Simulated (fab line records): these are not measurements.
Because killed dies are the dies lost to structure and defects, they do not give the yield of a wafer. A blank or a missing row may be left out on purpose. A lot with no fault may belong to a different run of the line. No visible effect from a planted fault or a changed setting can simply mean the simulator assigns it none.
fab line records	flow n5-finfet
record lots=5	wafers=15	last-day=20
route steps=1938 shown BEOL_M15@1783 PASSIVATION@1936
lots that met no fault: taken from a fault-free run of the same line
start-h: start of the lot's first displayed wafer, in hours after the record's first day	wait-h: hours from the lot's prior step to this one	" the same as in the row above	L1.1+2: several wafers, shown together as one row	- no value, or no start was given	* or withheld: withheld	< > ~ a bound
route shown NAME@n: names a module that has steps shown in the file, with the first one's number in the route	usual: mean and standard deviation over wafers with no fault	same: alike in all rows	chamber/n: place in a boat	sites: per-site readings	_std_site: their standard deviation	_edge_site: mean of outer sites minus mean of inner sites	radius-mm: how far each site lies from the wafer's centre	mask NAME#n: copy n	behind: the most recent tool/chamber to have shaped the wafer	hold: cause of the lot's hold/its duration in hours/its outcome	device: the n, p or np transistor that did not switch	end of line: the same wafers' tests at the end of the route	a step given without rows: its recipe and nothing more	killed: at the first sort, the dies lost to defects and structure; wafer yield is something else	map: a wafer's dies, x killed, . not, _ none there
set.NAME: the setting as run; set.NAME@STEP: as run at that earlier step	model.NAME: the simulator's own value behind a step, which no gauge read
a table for each step, a row for each wafer; lots at some steps of the route
services: from which hour (start-h, from the record's first day; less than 0 if before it) a tool's chamber was out of use, for how many hours, and why
## steps
# step N5_BEOL_M15_CD_MEAS_10
# recipe target-cd-nm=360	landing-energy-ev=500	detector=se-inlens	polarity=opening
# usual cd-nm=360.0/0.98
lot.wafer	tool	chamber	start-h	wait-h	cd-nm
L898.2	cd-sem-01	0	322.96	-	359.2
L898.5	"	0	"	"	359.7
L898.6	"	0	"	"	360.5
L903.1	cd-sem-01	0	366.53	-	360.0
L903.2	"	0	"	"	361.1
L903.3	"	0	"	"	360.8
L913.3	cd-sem-01	0	426.01	-	360.3
L913.4	"	0	"	"	359.0
L913.5	"	0	"	"	360.1
L919.1	cd-sem-02	0	445.01	-	359.6
L919.4	"	0	"	"	357.7
L919.6	"	0	"	"	360.5
L918.3	cd-sem-01	0	461.42	-	362.4
L918.5	"	0	"	"	360.9
L918.6	"	0	"	"	361.4
# step N5_BEOL_M15_OVL_MEAS_11
# recipe points-per-wafer=44
# usual V14_OVL=-1/6.7
lot.wafer	tool	chamber	start-h	wait-h	V14_OVL[nm]
L898.2	overlay-01	0	322.99	0.0	7
L898.5	"	0	"	"	2
L898.6	"	0	"	"	11
L903.1	overlay-02	0	366.56	0.0	-1
L903.2	"	0	"	"	2
L903.3	"	0	"	"	-1
L913.3	overlay-02	0	426.03	0.0	-4
L913.4	"	0	"	"	-6
L913.5	"	0	"	"	-10
L919.1	overlay-01	0	445.04	0.0	-2
L919.4	"	0	"	"	6
L919.6	"	0	"	"	0
L918.3	overlay-01	0	461.44	0.0	9
L918.5	"	0	"	"	10
L918.6	"	0	"	"	6
# step N5_BEOL_M15_INSPECT_12
# recipe mode=adi	inspect-instrument=macro
# usual raw-defect-count=2.2/1.4
lot.wafer	tool	chamber	start-h	wait-h	raw-defect-count
L898.2	defect-inspect-02	-	323.01	0.0	4
L898.5	"	-	"	"	1
L898.6	"	-	"	"	5
L903.1	defect-inspect-02	-	366.59	0.0	1
L903.2	"	-	"	"	4
L903.3	"	-	"	"	1
L913.3	defect-inspect-01	-	426.06	0.0	1
L913.4	"	-	"	"	1
L913.5	"	-	"	"	1
L919.1	defect-inspect-02	-	445.06	0.0	1
L919.4	"	-	"	"	1
L919.6	"	-	"	"	5
L918.3	defect-inspect-02	-	461.47	0.0	6
L918.5	"	-	"	"	2
L918.6	"	-	"	"	3
# step N5_BEOL_M15_DESCUM_15
# recipe chemistry=O2	time-s=7.9	source-power-w=50	bias-power-w=20	pressure-mtorr=20	rf-frequency-hz=2.712e+07	temp-c=40	o2-flow-sccm=225
# usual drypump-motor-current-A=5.6/0.34	oes-product-au=0.79/0.091	rf-vpp-V=243.0/1.5	showerhead-plenum-p-Torr=2.07/0.087	throttle-valve-pct=20.43/0.25
# same time-s=7.9
lot.wafer	tool	chamber	start-h	wait-h	drypump-motor-current-A	oes-product-au	rf-hours-counter-h	rf-vpp-V	showerhead-plenum-p-Torr	throttle-valve-pct
L898.2	rie-diel-05	1	323.05	0.0	5.3	0.71	188	242.6	2.08	20.38
L898.5	"	0	"	"	5.9	0.92	-	242.2	2.05	20.45
L898.6	"	1	"	"	5.3	0.71	-	243.3	2.08	20.38
L903.1	rie-diel-02	0	366.69	0.1	5.1	0.71	222	244.6	2.15	20.25
L903.2	"	3	"	"	5.2	0.75	156	240.7	1.91	20.40
L903.3	"	2	"	"	6.1	0.72	196	244.7	2.16	20.13
L913.3	rie-diel-06	2	426.33	0.3	6.1	0.86	38	244.9	2.21	20.00
L913.4	"	1	"	"	5.6	0.81	88	242.0	2.02	20.54
L913.5	"	0	"	"	5.9	0.99	-	245.9	2.23	20.26
L919.1	rie-diel-02	1	445.10	0.0	5.8	0.82	68	244.2	2.12	20.33
L919.4	"	1	"	"	5.8	0.82	-	243.3	2.12	20.34
L919.6	"	3	"	"	5.2	0.73	-	239.7	1.90	20.47
L918.3	rie-diel-05	1	461.50	0.0	5.4	0.67	233	242.0	2.06	20.44
L918.5	"	0	"	"	5.9	0.84	-	241.8	2.03	20.51
L918.6	"	1	"	"	5.3	0.67	-	242.8	2.06	20.45
# step N5_BEOL_M15_ETCH_59
# recipe chemistry=N2/H2	target=BARC	target-depth-a=890	overetch-a=267	time-s=67.9	ion-energy-ev=200	pressure-mtorr=30	source-w=840	bias-w=150	n2-flow-sccm=200	h2-flow-sccm=200
# usual drypump-motor-current-A=5.6/0.34	h2-flow-sccm=200.0/0.63	oes-product-au=0.68/0.076	rf-vpp-V=523.2/3	showerhead-plenum-p-Torr=2.52/0.11	throttle-valve-pct=17.95/0.26
# same time-s=67.9
lot.wafer	tool	chamber	start-h	wait-h	drypump-motor-current-A	h2-flow-sccm	oes-product-au	rf-hours-counter-h	rf-vpp-V	showerhead-plenum-p-Torr	throttle-valve-pct
L898.2	rie-diel-05	1	323.08	0.0	5.4	199.8	0.61	188	523.0	2.52	17.82
L898.5	"	0	"	"	5.9	199.7	0.77	-	522.9	2.49	17.89
L898.6	"	1	"	"	5.4	200.5	0.61	-	522.9	2.52	17.80
L903.1	rie-diel-02	0	366.73	0.0	5.1	199.7	0.62	222	523.5	2.62	17.71
L903.2	"	3	"	"	5.2	200.2	0.65	156	516.2	2.33	17.85
L903.3	"	2	"	"	6.1	200.7	0.62	196	526.0	2.63	17.71
L913.3	rie-diel-06	2	426.37	0.0	6.1	200.0	0.74	38	529.7	2.70	17.58
L913.4	"	1	"	"	5.6	199.8	0.70	88	520.5	2.46	18.08
L913.5	"	0	"	"	5.9	200.0	0.84	-	528.3	2.72	17.82
L919.1	rie-diel-02	1	445.13	0.0	5.8	199.5	0.71	68	523.6	2.58	17.87
L919.4	"	1	"	"	5.8	200.3	0.72	-	524.5	2.58	17.87
L919.6	"	3	"	"	5.1	200.0	0.62	-	516.8	2.32	17.88
L918.3	rie-diel-05	1	461.54	0.0	5.3	200.4	0.59	233	522.9	2.51	17.88
L918.5	"	0	"	"	5.9	199.2	0.73	-	522.2	2.47	18.00
L918.6	"	1	"	"	5.4	200.2	0.58	-	522.0	2.51	17.89
# step N5_BEOL_M15_VIA_ETCH_16
# recipe chemistry=C4F8/O2/Ar	target=SiO2	he-inner-torr=15	he-outer-torr=30	target-depth-a=17922	time-s=withheld	ion-energy-ev=800	pressure-mtorr=20	source-w=1905	bias-w=2040	Ar_flow_sccm=400	C4F8_flow_sccm=16	O2_flow_sccm=12	ends=cleared
# usual drypump-motor-current-A=5.6/0.34	he-inner-torr=15.006/0.029	mfc-ar-sccm=400.0/1.2	oes-product-au=0.71/0.083	rf-vpp-V=2224/26	showerhead-plenum-p-Torr=3.41/0.13	throttle-valve-pct=30.92/0.27
lot.wafer	tool	chamber	start-h	wait-h	drypump-motor-current-A	he-inner-torr	mfc-ar-sccm	oes-product-au	rf-vpp-V	showerhead-plenum-p-Torr	throttle-valve-pct
L898.2	rie-diel-05	1	323.13	0.0	5.3	14.971	398.6	0.65	2199	3.40	30.66
L898.5	"	0	"	"	5.9	14.999	399.8	0.83	2252	3.38	31.10
L898.6	"	1	"	"	5.4	15.028	398.7	0.64	2199	3.40	30.66
L903.1	rie-diel-02	0	366.78	0.0	5.1	14.978	398.9	0.65	2257	3.54	30.65
L903.2	"	3	"	"	5.1	15.003	400.6	0.68	2188	3.17	30.80
L903.3	"	2	"	"	6.1	15.017	400.1	0.65	2258	3.55	30.56
L913.3	rie-diel-06	2	426.42	0.0	6.0	14.987	396.7	0.78	2246	3.63	30.55
L913.4	"	1	"	"	5.6	15.025	400.5	0.74	2190	3.33	31.09
L913.5	"	0	"	"	5.9	14.999	399.2	0.90	2252	3.66	30.87
L919.1	rie-diel-02	1	445.18	0.0	5.8	15.004	398.7	0.76	2225	3.49	30.92
L919.4	"	1	"	"	5.8	15.032	400.8	0.74	2222	3.49	30.92
L919.6	"	3	"	"	5.2	14.985	400.4	0.66	2186	3.16	30.84
L918.3	rie-diel-05	1	461.59	0.0	5.4	15.055	398.7	0.62	2196	3.38	30.69
L918.5	"	0	"	"	5.9	14.991	402.4	0.76	2250	3.36	31.15
L918.6	"	1	"	"	5.4	14.992	397.8	0.61	2196	3.38	30.69
# step N5_BEOL_M15_STRIP_63
# recipe chemistry=O2	power-w=600	temp-c=60	pressure-mtorr=30	rf-frequency-hz=6e+07	bias-power-w=0	overash-fraction=0.3	o2-flow-sccm=225
# usual drypump-motor-current-A=5.6/0.34	oes-product-au=0.79/0.091	rf-vpp-V=3.6/0.7	showerhead-plenum-p-Torr=2.08/0.087	throttle-valve-pct=16.68/0.24
lot.wafer	tool	chamber	start-h	wait-h	drypump-motor-current-A	oes-product-au	rf-hours-counter-h	rf-vpp-V	showerhead-plenum-p-Torr	throttle-valve-pct
L898.2	rie-diel-05	1	-	-	5.4	0.71	188	3.6	2.08	16.66
L898.5	"	0	"	"	5.8	0.90	-	4.0	2.05	16.67
L898.6	"	1	"	"	5.3	0.71	-	3.6	2.08	16.62
L903.1	rie-diel-02	0	-	-	5.1	0.70	222	2.8	2.16	16.56
L903.2	"	3	"	"	5.2	0.76	157	2.7	1.92	16.67
L903.3	"	2	"	"	6.1	0.72	196	5.3	2.16	16.40
L913.3	rie-diel-06	2	-	-	6.0	0.86	38	2.3	2.22	16.25
L913.4	"	1	"	"	5.6	0.81	88	3.1	2.03	16.77
L913.5	"	0	"	"	5.9	0.99	-	2.9	2.23	16.50
L919.1	rie-diel-02	1	-	-	5.8	0.84	68	4.5	2.12	16.54
L919.4	"	1	"	"	5.8	0.83	-	4.1	2.13	16.57
L919.6	"	3	"	"	5.1	0.72	-	2.5	1.91	16.71
L918.3	rie-diel-05	1	-	-	5.4	0.68	233	2.4	2.07	16.71
L918.5	"	0	"	"	5.8	0.84	-	3.5	2.04	16.71
L918.6	"	1	"	"	5.3	0.69	-	3.5	2.07	16.72
# step N5_BEOL_M15_STRIP_64
# recipe chemistry=O2	power-w=600	temp-c=60	pressure-mtorr=30	rf-frequency-hz=6e+07	bias-power-w=0	overash-fraction=0.3	o2-flow-sccm=225
# usual drypump-motor-current-A=5.6/0.34	oes-product-au=0.79/0.09	rf-vpp-V=3.6/0.47	showerhead-plenum-p-Torr=2.08/0.087	throttle-valve-pct=16.68/0.24
lot.wafer	tool	chamber	start-h	wait-h	drypump-motor-current-A	oes-product-au	rf-hours-counter-h	rf-vpp-V	showerhead-plenum-p-Torr	throttle-valve-pct
L898.2	rie-diel-05	1	-	-	5.4	0.71	188	4.2	2.08	16.66
L898.5	"	0	"	"	5.9	0.91	-	2.8	2.05	16.62
L898.6	"	1	"	"	5.3	0.71	-	3.1	2.08	16.65
L903.1	rie-diel-02	0	-	-	5.1	0.71	222	3.6	2.16	16.54
L903.2	"	3	"	"	5.2	0.76	157	4.5	1.92	16.69
L903.3	"	2	"	"	6.1	0.72	196	3.4	2.16	16.43
L913.3	rie-diel-06	2	-	-	6.1	0.87	39	3.6	2.22	16.26
L913.4	"	1	"	"	5.6	0.81	88	3.3	2.02	16.77
L913.5	"	0	"	"	5.9	0.99	-	3.7	2.23	16.48
L919.1	rie-diel-02	1	-	-	5.8	0.83	68	3.9	2.13	16.55
L919.4	"	1	"	"	5.8	0.83	-	3.7	2.13	16.56
L919.6	"	3	"	"	5.2	0.73	-	3.1	1.91	16.76
L918.3	rie-diel-05	1	-	-	5.3	0.68	233	4.2	2.07	16.73
L918.5	"	0	"	"	5.9	0.85	-	3.1	2.04	16.73
L918.6	"	1	"	"	5.3	0.68	-	4.0	2.07	16.74
# step N5_BEOL_M15_STRIP_65
# recipe chemistry=post-etch-residue-remover	time-s=60	temp-c=25	remover-ph=withheld	remover-water-wt-pct=withheld	remover-fluoride-wt-pct=withheld
# step N5_BEOL_M15_SRD_66
# recipe time-s=30	temp-c=23	rinse-liquid=diw	dry=n2-spin	spin-rpm=1500	dry-time-s=30
# step N5_BEOL_M15_CD_MEAS_17
# recipe target-cd-nm=360	polarity=opening
# usual cd-nm=361.3/1.1
lot.wafer	tool	chamber	start-h	wait-h	cd-nm
L898.2	cd-sem-02	-	323.55	0.0	360.5
L898.5	"	-	"	"	361.9
L898.6	"	-	"	"	361.5
L903.1	cd-sem-01	-	367.23	0.0	360.8
L903.2	"	-	"	"	362.6
L903.3	"	-	"	"	362.7
L913.3	cd-sem-02	-	426.83	0.0	361.1
L913.4	"	-	"	"	359.8
L913.5	"	-	"	"	362.6
L919.1	cd-sem-01	-	445.59	0.0	360.9
L919.4	"	-	"	"	359.3
L919.6	"	-	"	"	361.8
L918.3	cd-sem-01	-	462.00	0.0	363.7
L918.5	"	-	"	"	361.7
L918.6	"	-	"	"	362.8
# step N5_BEOL_M15_COAT_56
# recipe resist=SOC	temp-c=250	time-s=60	spin-rpm=1500	resist-thk-nm=550
# step N5_BEOL_M15_ETCH_57
# recipe chemistry=N2/H2	target=SOC	source-w=3000	bias-w=350	time-s=750	ion-energy-ev=200	pressure-mtorr=30	n2-flow-sccm=200	h2-flow-sccm=200
# usual drypump-motor-current-A=5.6/0.34	h2-flow-sccm=200.0/0.63	oes-product-au=0.80/0.097	rf-vpp-V=523/3.2	showerhead-plenum-p-Torr=2.52/0.11	throttle-valve-pct=17.84/0.26
# same time-s=750
lot.wafer	tool	chamber	start-h	wait-h	drypump-motor-current-A	h2-flow-sccm	oes-product-au	rf-hours-counter-h	rf-vpp-V	showerhead-plenum-p-Torr	throttle-valve-pct
L898.2	rie-diel-02	0	323.65	-	5.1	199.8	0.72	212	526	2.62	17.58
L898.5	"	2	"	"	6.1	199.9	0.74	-	526	2.64	17.61
L898.6	"	3	"	"	5.1	199.6	0.76	-	517	2.34	17.71
L903.1	rie-diel-05	3	367.36	-	5.7	200.3	1.12	37	525	2.59	17.90
L903.2	"	2	"	"	5.2	200.0	0.72	198	520	2.43	18.49
L903.3	"	0	"	"	5.9	200.1	0.89	46	522	2.48	17.81
L913.3	rie-diel-02	2	426.93	-	6.1	199.9	0.71	216	527	2.62	17.64
L913.4	"	1	"	"	5.9	200.7	0.84	65	526	2.58	17.75
L913.5	"	3	"	"	5.1	199.2	0.74	-	517	2.32	17.79
L919.1	rie-diel-02	1	445.99	-	5.8	200.5	0.83	69	525	2.58	17.78
L919.4	"	2	"	"	6.1	200.6	0.70	-	527	2.62	17.67
L919.6	"	3	"	"	5.2	199.7	0.74	-	518	2.32	17.77
L918.3	rie-diel-05	1	462.10	-	5.4	198.9	0.68	233	522	2.51	17.79
L918.5	"	3	"	"	5.7	200.8	0.84	-	525	2.58	17.94
L918.6	"	1	"	"	5.3	199.9	0.68	-	525	2.51	17.77
# step N5_BEOL_M15_COAT_60
# recipe resist=BARC	temp-c=205	time-s=60	spin-rpm=1500	resist-thk-nm=89
# step N5_PASSIVATION_PROBE_49
# usual defect-limited-yield=91.2/1.4	killed_at_M0_to_M3=36/11	killed_at_M4_up=14/5.6	killed-at-contacts=12/5.9	killed-at-front-end=38/13	killed-at-other=3.5/2.7	killed-dies=104/17	killed-open=68/12	killed-short=34/8.2	sort_bin_5_function=5.1/0.95	sort_bin_6_memory=3.3/0.7	sort-n-pass=1076/17	sort-yield-pct=91.2/1.4
# same gross-dies=1180	killed-at-back-side=0	sort_bin_4_leakage[%]=0	sort_bin_8_speed[%]=0
lot.wafer	tool	chamber	start-h	wait-h	defect-limited-yield[%]	killed_at_M0_to_M3	killed_at_M4_up	killed-at-contacts	killed-at-front-end	killed-at-other	killed-dies	killed-open	killed-short	sort_bin_5_function[%]	sort_bin_6_memory[%]	sort-n-pass	sort-yield-pct[%]
L903.1	prober-02	-	390.50	0.5	90.0	38	25	15	40	0	118	77	39	6.5	3.2	1062	90.0
L913.3	prober-01	-	442.99	0.1	89.6	50	12	18	42	1	123	77	44	6.1	3.6	1057	89.6
L913.4	prober-01	-	443.04	0.2	89.6	61	25	4	32	1	123	76	46	5.4	4.7	1057	89.6
L913.5	prober-01	-	443.09	0.2	89.0	56	23	5	39	7	130	79	47	6.1	4.7	1050	89.0
L919.1	prober-02	-	464.71	0.0	91.1	47	12	12	34	0	105	64	39	5.0	3.2	1075	91.1
L919.4	prober-02	-	464.86	0.2	92.3	35	9	13	33	1	91	60	26	5.2	2.3	1089	92.3
L919.6	prober-02	-	464.96	0.3	90.7	31	17	17	44	1	110	79	27	5.8	3.4	1070	90.7
L918.3	prober-02	-	481.31	0.1	88.1	34	16	7	81	2	140	100	37	7.1	4.7	1040	88.1
L918.5	prober-02	-	481.41	0.2	89.8	29	21	12	55	3	120	86	30	6.2	3.6	1060	89.8
L918.6	prober-02	-	481.46	0.3	90.6	34	17	11	45	4	111	69	40	5.5	3.4	1069	90.6
# killed by level:class
L903.1 BEOL_M0_SAQP:geometric-particle:short=13 MOL_CONTACT_COAG:geometric-particle:open=12 BEOL_M4:geometric-particle:open=9 BEOL_M5:geometric-particle:open=9 FIN_SAQP:geometric-particle:open=7 BEOL_M1:geometric-particle:open=6 DUMMY_GATE:geometric-particle:open=5 BEOL_M2:geometric-particle:open=5
L913.3 BEOL_M0_SAQP:geometric-particle:open=15 MOL_CONTACT_COAG:geometric-particle:open=12 GATE_CUT:geometric-particle:short=9 BEOL_M0_SAQP:geometric-particle:short=9 BEOL_M1:geometric-particle:open=9 STARTING-WAFER:geometric-particle:short=7 STI_FIN_REVEAL:geometric-particle:open=6 MOL_CONTACT_COAG:geometric-particle:short=6
L913.4 BEOL_M4:geometric-particle:open=16 BEOL_M0_SAQP:geometric-particle:open=15 BEOL_M0_SAQP:geometric-particle:short=15 FIN_SAQP:geometric-particle:short=8 BEOL_M1:geometric-particle:open=8 BEOL_M2:geometric-particle:open=7 BEOL_M3:geometric-particle:open=7 FIN_SAQP:geometric-particle:open=6
L913.5 BEOL_M0_SAQP:geometric-particle:open=18 BEOL_M0_SAQP:geometric-particle:short=15 BEOL_M4:geometric-particle:open=11 DUMMY_GATE:geometric-particle:open=8 BEOL_M3:geometric-particle:open=7 BEOL_M5:geometric-particle:open=6 STARTING-WAFER:geometric-particle:short=5 FIN_SAQP:geometric-particle:open=4
L919.1 FIN_SAQP:geometric-particle:open=13 BEOL_M0_SAQP:geometric-particle:short=13 BEOL_M0_SAQP:geometric-particle:open=9 MOL_CONTACT_COAG:geometric-particle:open=8 BEOL_M3:geometric-particle:open=8 GATE_CUT:geometric-particle:short=7 BEOL_M2:geometric-particle:open=7 BEOL_M4:geometric-particle:open=4
L919.4 BEOL_M2:geometric-particle:open=10 MOL_CONTACT_COAG:geometric-particle:open=8 BEOL_M3:geometric-particle:open=8 BEOL_M1:geometric-particle:open=6 FIN_SAQP:geometric-particle:open=5 MOL_CONTACT_COAG:geometric-particle:short=5 STARTING-WAFER:geometric-particle:short=5 STI_FIN_REVEAL:geometric-particle:open=4
L919.6 FIN_SAQP:geometric-particle:open=17 BEOL_M1:geometric-particle:open=11 MOL_CONTACT_COAG:geometric-particle:open=10 BEOL_M4:geometric-particle:open=9 GATE_CUT:geometric-particle:short=7 BEOL_M0_SAQP:geometric-particle:open=6 MOL_CONTACT_COAG:geometric-particle:short=5 BEOL_M2:geometric-particle:open=5
L918.3 STI_FIN_REVEAL:geometric-particle:open=44 FIN_SAQP:geometric-particle:short=10 BEOL_M2:geometric-particle:open=10 STI_FIN_REVEAL:geometric-particle:short=8 BEOL_M4:geometric-particle:open=8 FIN_SAQP:geometric-particle:open=7 MOL_CONTACT_COAG:geometric-particle:open=7 BEOL_M0_SAQP:geometric-particle:short=5
L918.5 STI_FIN_REVEAL:geometric-particle:open=24 BEOL_M2:geometric-particle:open=12 BEOL_M4:geometric-particle:open=12 MOL_CONTACT_COAG:geometric-particle:open=10 FIN_SAQP:geometric-particle:short=8 BEOL_M0_SAQP:geometric-particle:short=5 FIN_SAQP:geometric-particle:open=4 STI_FIN_REVEAL:geometric-particle:short=4
L918.6 STI_FIN_REVEAL:geometric-particle:open=15 BEOL_M0_SAQP:geometric-particle:open=11 MOL_CONTACT_COAG:geometric-particle:open=7 BEOL_M4:geometric-particle:open=7 STI_FIN_REVEAL:geometric-particle:short=6 FIN_SAQP:geometric-particle:short=5 BEOL_M0_SAQP:geometric-particle:short=5 BEOL_M1:geometric-particle:open=5
## services
tool	chamber	start-h	hours	kind
rie-diel-02	1	304.26	7.9	repair
rie-diel-06	2	306.74	-	clean
rie-diel-06	2	306.74	-	consumable-replace:focus-ring
rie-diel-06	2	306.74	-	consumable-replace:showerhead
rie-diel-06	2	306.74	12.8	scheduled-down
rie-diel-06	2	306.74	12.8	vent-cycle
rie-diel-06	3	318.44	5.6	repair
rie-diel-06	3	324.08	-	clean
rie-diel-06	3	324.08	-	consumable-replace:focus-ring
rie-diel-06	3	324.08	20.3	scheduled-down
rie-diel-06	3	324.08	20.3	vent-cycle
rie-diel-02	-	356.59	0.6	repair
rie-diel-02	1	381.87	25.8	repair
rie-diel-05	-	387.54	2.8	pm
rie-diel-06	0	388.10	-	clean
rie-diel-06	0	388.10	-	consumable-replace:focus-ring
rie-diel-06	0	388.10	-	consumable-replace:showerhead
rie-diel-02	1	430.99	5.1	repair
rie-diel-06	3	437.41	5.5	repair
rie-diel-02	0	441.15	-	clean
rie-diel-02	0	441.15	-	consumable-replace:focus-ring
rie-diel-02	0	441.15	17.1	scheduled-down
rie-diel-02	0	441.15	17.1	vent-cycle
rie-diel-05	2	456.83	7.7	repair
## key
first-sign step=N5_BEOL_M15_ETCH_57	reading=oes-product-au	direction=up	sigmas=3.3	usual=0.80	struck=1.12
effect none on later readings
met-at N5_BEOL_M15_ETCH_57
struck-wafers L903.1
fault kind=process-parameter-drift	tool=rie-diel-05	chamber=3	onset-h=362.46	steps=N5_BEOL_M15_ETCH_57	channel=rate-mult	offset=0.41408	shape=step	end-h=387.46
